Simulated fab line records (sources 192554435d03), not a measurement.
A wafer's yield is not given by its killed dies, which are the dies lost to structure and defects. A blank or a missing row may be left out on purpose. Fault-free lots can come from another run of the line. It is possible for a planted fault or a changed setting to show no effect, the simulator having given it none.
Chamber matching / flow n5 finfet / 4 sister chambers for N5_BEOL_M5_ETCH_72 on rie diel-05
The step etches underlayer in N2/H2, target depth 6.5 nm, time 5.2 s. 4 wafers are shown with their chamber, then 7 later ones without.

== EACH WAFER AND ITS CHAMBER ==
wafer=L086.3; chamber=2; throttle valve pct (%)=17.96
wafer=L086.4; chamber=3; throttle valve pct (%)=18.11
wafer=L086.5; chamber=1; throttle valve pct (%)=18.23
wafer=L088.1; chamber=0; throttle valve pct (%)=17.60

== WAFERS WITHOUT THEIR CHAMBER ==
wafer=L088.2; throttle valve pct (%)=17.97
wafer=L088.5; throttle valve pct (%)=18.24
wafer=L095.5; throttle valve pct (%)=18.01
wafer=L095.6; throttle valve pct (%)=17.64
wafer=L097.2; throttle valve pct (%)=17.68
wafer=L097.4; throttle valve pct (%)=17.72
wafer=L097.5; throttle valve pct (%)=18.29

== CHAMBER TAKEN BY EACH ==
wafer=L088.2; from the rows above=2; in truth=2
wafer=L088.5; from the rows above=can't be placed: 1 or 3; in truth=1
wafer=L095.5; from the rows above=can't be placed: 2 or 3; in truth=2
wafer=L095.6; from the rows above=0; in truth=0
wafer=L097.2; from the rows above=0; in truth=0
wafer=L097.4; from the rows above=can't be placed: 0 or 2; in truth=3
wafer=L097.5; from the rows above=can't be placed: 1 or 3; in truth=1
Placed correctly: 3 of 7. Can't be placed from these rows: 4 (the true chamber is among the candidates in 3). Wrongly placed: 0.
How it was worked out, from the rows above alone: a wafer's distance from a chamber is the root of the sum, over the readings, of the square of ((its reading less the chamber's mean) divided by the reading's scatter). The wafer belongs to the nearest chamber; if the next one is less than 2 further off, it can't be placed. For every chamber, the mean is computed from those of its wafers that are shown. The scatter (one wafer shown for each chamber): square how far every hidden wafer sits from the nearest shown wafer, average those squares and take the square root.
